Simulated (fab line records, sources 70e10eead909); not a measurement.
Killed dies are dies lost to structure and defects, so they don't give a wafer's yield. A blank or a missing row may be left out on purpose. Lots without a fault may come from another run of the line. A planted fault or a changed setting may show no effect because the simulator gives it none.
Chamber matching | flow nand_harc | NHARC_P_M0_PRE_CLEAN_31 on pecvd-01: 3 sister chambers
The step time 12 s. 6 wafers are shown with their chamber, then 11 later ones without.

WAFERS WITH THEIR CHAMBER
wafer  | chamber | heater_power_w (W) | heater_power_outer_w (W)
L087.1 | 2       | 648                | 390
L087.6 | 1       | 690                | 398
L091.1 | 0       | 535                | 310
L091.3 | 1       | 637                | 349
L091.5 | 0       | 545                | 307
L090.4 | 2       | 605                | 357

WAFERS WITHOUT THEIR CHAMBER
wafer  | heater_power_w (W) | heater_power_outer_w (W)
L090.5 | 635                | 364
L090.6 | 546                | 315
L095.1 | 506                | 314
L095.2 | 518                | 302
L095.4 | 507                | 305
L096.2 | 575                | 362
L096.3 | 750                | 437
L096.4 | 724                | 437
L097.1 | 588                | 370
L097.4 | 683                | 405
L097.5 | 499                | 286

WHICH CHAMBER EACH WENT THROUGH
wafer  | from the rows above          | in truth
L090.5 | can't be placed: 2 or 1      | 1
L090.6 | 0                            | 0
L095.1 | 0                            | 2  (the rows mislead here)
L095.2 | 0                            | 0
L095.4 | 0                            | 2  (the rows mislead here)
L096.2 | can't be placed: 2 or 0 or 1 | 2
L096.3 | can't be placed: 1 or 2      | 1
L096.4 | can't be placed: 1 or 2      | 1
L097.1 | can't be placed: 2 or 1 or 0 | 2
L097.4 | can't be placed: 1 or 2      | 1
L097.5 | 0                            | 0
Placed correctly: 3 of 11. Can't be placed from these rows: 6 (the true chamber is among the candidates in 6). Placed wrongly: 2.
How it was worked out, from the rows above alone: a wafer's distance from a chamber is the root of the sum, over the readings, of the square of ((its reading less the chamber's mean) divided by the reading's scatter). The wafer belongs to the nearest chamber; if the next one is less than 2 further off, it can't be placed. A chamber's mean is the mean of its shown wafers. The scatter: the root of (the sum of the squares of (reading less its chamber's mean) over the shown wafers, divided by (wafers less chambers)).
